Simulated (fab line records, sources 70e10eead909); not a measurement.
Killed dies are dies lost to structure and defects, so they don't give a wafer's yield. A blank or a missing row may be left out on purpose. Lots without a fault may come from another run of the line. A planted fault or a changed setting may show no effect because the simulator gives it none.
A struck lot beside a sound one | flow nand_harc | 15 steps out of a route of 1159
Sound: wafers L635.1, L635.4, L635.6. Struck: wafers L641.1, L641.2, L641.6. The cause comes at the end.
At each step with rows: each side's tool, then ch and its chambers, then its first start. Under that, the readings that differ: sound wafers | struck wafers | difference of the means | sigmas: that difference in standard deviations of wafers without a fault.
alike: readings whose means differ by less than 2 such deviations, and words and numbers that are the same on both sides. not compared: withheld readings, readings that some wafer has no value for, bounds like >300 that may hide the same value, and numbers for which the record gives no deviation and whose values overlap.
The two part at a step that has a row with sigmas, a row that says differs or no value, or rows on one side only. Numbers that don't overlap but have no deviation are shown without sigmas and don't part them. A reading that every wafer of one side lacks parts them only if that side has two wafers or more.

first, 8 steps without rows for these wafers: NHARC_P_BONDPAD_HMDS_02 (time 30 s); NHARC_P_BONDPAD_COAT_36 (time 65 s); NHARC_P_BONDPAD_COAT_03 (resist thk 600 nm); NHARC_P_BONDPAD_SOFTBAKE_04 (time 70 s); NHARC_P_BONDPAD_EBR_05; NHARC_P_BONDPAD_EXPOSE_06 (exposes mask P BPAD); NHARC_P_BONDPAD_PEB_07 (peb time 80 s); NHARC_P_BONDPAD_DEVELOP_08 (time 50 s).
NHARC_P_BONDPAD_CD_MEAS_09: target cd 500 nm.
  sound on cd_sem-03 ch 0, day 8 06:23; struck on cd_sem-01 ch 0, day 9 21:47
  alike: cd_nm
NHARC_P_BONDPAD_OVL_MEAS_38:
  sound on overlay-02, day 8 06:28; struck on overlay-01, day 9 21:53
  reading           | sound    | struck | difference | sigmas
  overlay_y_nm (nm) | -9 -9 -9 | 5 5 5  | +14        | +2
  alike: overlay_x_nm
then, 1 step without rows for these wafers: NHARC_P_BONDPAD_HARDBAKE_10 (time 65 s).
NHARC_P_BONDPAD_DESCUM_11: chemistry O2, time 3 s.
  sound on rie_diel-11 ch 0,3, day 8 06:36; struck on rie_diel-10 ch 1,3, day 9 22:00
  alike: drypump_motor_current_A, oes_product_au, rf_vpp_V, showerhead_plenum_p_Torr, throttle_valve_pct
  not compared: rf_hours_counter_h
NHARC_P_BONDPAD_ETCH_37: etches the open film in N2/H2, target depth 60 nm, overetch 18 nm, time 65.91 s.
  sound on rie_diel-11 ch 0,1,3, day 8 06:47; struck on rie_diel-10 ch 1,2,3, day 9 22:06
  no value came back on the struck wafers for any of 8 readings (bias_w (W), chamber_pressure_mTorr (mTorr) and others); on the sound wafers bias_w (W) reads 149.7 149.8 149.8
  not compared: rf_hours_counter_h
NHARC_P_BONDPAD_ETCH_12: etches the open film in CHF3/O2, target depth 200 nm, time 100 s.
  sound on rie_diel-11 ch 0,1,3; struck on rie_diel-10 ch 1,2, day 9 22:13
  alike: bias_w, chamber_pressure_mTorr, chf3_flow_sccm, drypump_motor_current_A, oes_product_au, rf_fwd_power_W, rf_vpp_V, showerhead_plenum_p_Torr, throttle_valve_pct
  not compared: rf_hours_counter_h
-- the record jumps here: 12 days lie between the struck wafers' starts before and after (it left off in module P_BONDPAD and takes up again in module END, whose first step shown is number 1159 of the route) --
NHARC_END_SORT_01:
  sound on prober-02 ch 0, day 21 13:27; struck on prober-02 ch 0, day 22 05:07
  reading                  | sound          | struck         | difference | sigmas
  defect_limited_yield (%) | 96.9 96.8 97.8 | 0 0 0          | -97        | -65
  killed_at_periphery      | 4 3 4          | 643 649 646    | +642       | +99 or more
  killed_dies              | 21 22 15       | 677 677 677    | +658       | +66
  sort_bin_2_pct (%)       | 0.3 0.9 0.4    | 96.8 96.9 96.3 | +96.1      | +99 or more
  sort_n_pass              | 656 655 662    | 0 0 0          | -658       | -66
  sort_rim_yield_pct (%)   | 95.3 98.1 94.3 | 0 0 0          | -96        | -46
  sort_yield_pct (%)       | 96.9 96.8 97.8 | 0 0 0          | -97        | -65
  alike: killed_at_array, killed_at_other, killed_open, killed_short, sort_bin_3_pct, sort_bin_4_pct

WHERE THEY PART
First at NHARC_P_BONDPAD_OVL_MEAS_38; last, within this record, at NHARC_END_SORT_01.

WHY: what the simulator had put in
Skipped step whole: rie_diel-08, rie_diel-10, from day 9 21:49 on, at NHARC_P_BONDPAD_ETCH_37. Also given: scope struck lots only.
